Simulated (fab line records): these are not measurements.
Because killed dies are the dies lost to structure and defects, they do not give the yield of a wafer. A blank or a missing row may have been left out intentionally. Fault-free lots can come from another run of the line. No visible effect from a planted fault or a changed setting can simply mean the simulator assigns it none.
Comparing a struck lot with a sound one -- flow n5 finfet -- 16 out of 1938 route steps
Sound: wafers L336.3, L336.4, L336.5. Struck: wafer L332.5 (left out: L332.3, a lot-mate that was not struck); the cause follows at the end.
At each step with rows: each side's tool, then ch and its chambers, then its first start. Under that, the readings that differ: sound wafers -- struck wafers -- difference of the means -- sigmas: that difference in standard deviations of wafers without a fault.
alike: words and numbers the same on both sides, and readings whose means are apart by under 2 such deviations; not compared: readings that were withheld, readings missing a value for some wafer, numbers with overlapping values and no deviation given by the record, and bounds like >300 which may hide the same value.
Wherever a step has rows on one side only, a row that says differs or no value, or a row with sigmas, the two part there. Numbers that don't overlap but have no deviation are shown without sigmas and don't part them. Lack of a reading on every wafer of one side parts them only where that side has two or more wafers.

N5_BEOL_M1_CMP_52: polishes, stops on SiOC, t overpolish 6.8 s, target thk 40 nm.
  sound on cmp-04 ch 2,3, day 11 23:12; struck on cmp-03 ch 1, day 11 12:27
reading,sound,struck,difference,sigmas
motor current A (A),6.2 5.2 6.2,7.3,+1.4,+2
  alike: barrier field endpoint s, overpolish run s, time to endpoint s
N5_BEOL_M1_THK_MEAS_53: measures by xrf.
  sound on film metro-01 at day 11 23:30; struck on film metro-01 at day 11 12:40
  alike: M1_THK
N5_BEOL_M1_PRE_CLEAN_60: time 15 s.
  sound on cvd co-02 ch 1,2, day 11 23:32; struck on cvd co-01 ch 0, day 11 12:42
  alike: heater power w
  not compared: since wet clean h, susceptor temp C
N5_BEOL_M1_CO_CAP_55: material Co, precursor CCTBA/H2, target thk 2 nm, time 102.1 s.
  sound on cvd co-02 ch 1,2, day 11 23:34; struck on cvd co-01 ch 0, day 11 12:44
reading,sound,struck,difference,sigmas
heater power w (W),264 258 224,215,-34,-2
  alike: susceptor temp C
  not compared: since wet clean h
then, 2 steps without rows for these wafers: N5_BEOL_M1_PRE_CLEAN_56 (time 15 s); N5_BEOL_M1_DEP_57 (deposits SiCN from 3MS/NH3, target thk 8 nm, time 14 s).
N5_BEOL_M1_RS_MEAS_58: uses a four-point probe to measure.
  sound on film metro-02 at day 11 23:47; struck on film metro-01 at day 11 12:56
  alike: M1_RS
N5_BEOL_M1_INSPECT_59: inspects for defects (darkfield).
  sound on defect inspect-02 at day 11 23:49; struck on defect inspect-01 at day 11 12:57
  alike: raw defect count
then, 1 step without rows for these wafers: N5_BEOL_M2_ILD_DEP_00 (deposits SiOC from DEMS/O2, target thk 79 nm, time 15.3 s).
N5_BEOL_M2_THK_MEAS_01:
  sound on film metro-01 at day 11 23:56; struck on film metro-01 at day 11 13:04
  alike: M2_ILD_THK
N5_BEOL_M2_PECVD_72: deposits SiO2 from TEOS/O2, target thk 16 nm, time 18 s.
  sound on pecvd-04 ch 1,2, day 11 23:59; struck on pecvd-03 ch 0, day 11 13:07
  alike: heater power w, showerhead plenum p Torr, showerhead vpp V, susceptor temp C, throttle valve pct
  not compared: since wet clean h
N5_BEOL_M2_HM_DEP_02: deposits TiN, target thk 20 nm.
  sound on pvd sputter-01 at day 12 01:52; struck on pvd sputter-03 at day 11 13:12
  alike: susceptor temp C, throttle valve pct
N5_BEOL_M2_COAT_61: time 60 s, resist thk 60 nm.
  sound on litho track-01 ch 0, day 12 01:59; struck on litho track-02 ch 0, day 11 13:20
reading,sound,struck,difference,sigmas
run length s (s),65.87 65.95 65.99,77.65,+11.71,+51
  alike: heater power total W
then, 1 step without rows for these wafers: N5_BEOL_M2_COAT_62 (time 60 s, resist thk 12 nm).
N5_BEOL_M4_RC_MEAS_101:
  sound on prober-02 ch 0, day 13 09:37; struck on prober-01 ch 0, day 13 04:40
  alike: DIBL_N, DIBL_P, IOFF_N, IOFF_P, ION_N, ION_P, SS_N, SS_P, VT_N, VT_P
-- a jump in the record: the struck wafers' starts before and after are 4 days apart (it breaks off in module BEOL_M4 and resumes in module PASSIVATION, where the first step shown is number 1936 of the route) --
N5_PASSIVATION_PROBE_49:
  sound on prober-02 at day 17 22:15; struck on prober-01 at day 17 12:54
reading,sound,struck,difference,sigmas
defect limited yield (%),93.1 93.9 92.8,90.0,-3.3,-2
killed_at_M0_to_M3,25 19 22,43,+21,+2
killed at other,7 2 1,12,+9,+3
killed dies,81 72 85,118,+39,+2
killed on rim,13 6 16,20,+8,+2
sort n pass,1099 1108 1095,1062,-39,-2
sort yield pct (%),93.1 93.9 92.8,90.0,-3.3,-2
  alike: killed_at_M4_up, killed at contacts, killed at front end, killed open, killed short, sort_bin_5_function, sort_bin_6_memory, sort_bin_8_speed

== WHERE THEY PART ==
Earliest at N5_BEOL_M1_CMP_52; latest, in this record, at N5_PASSIVATION_PROBE_49.

WHY: what the simulator had put in
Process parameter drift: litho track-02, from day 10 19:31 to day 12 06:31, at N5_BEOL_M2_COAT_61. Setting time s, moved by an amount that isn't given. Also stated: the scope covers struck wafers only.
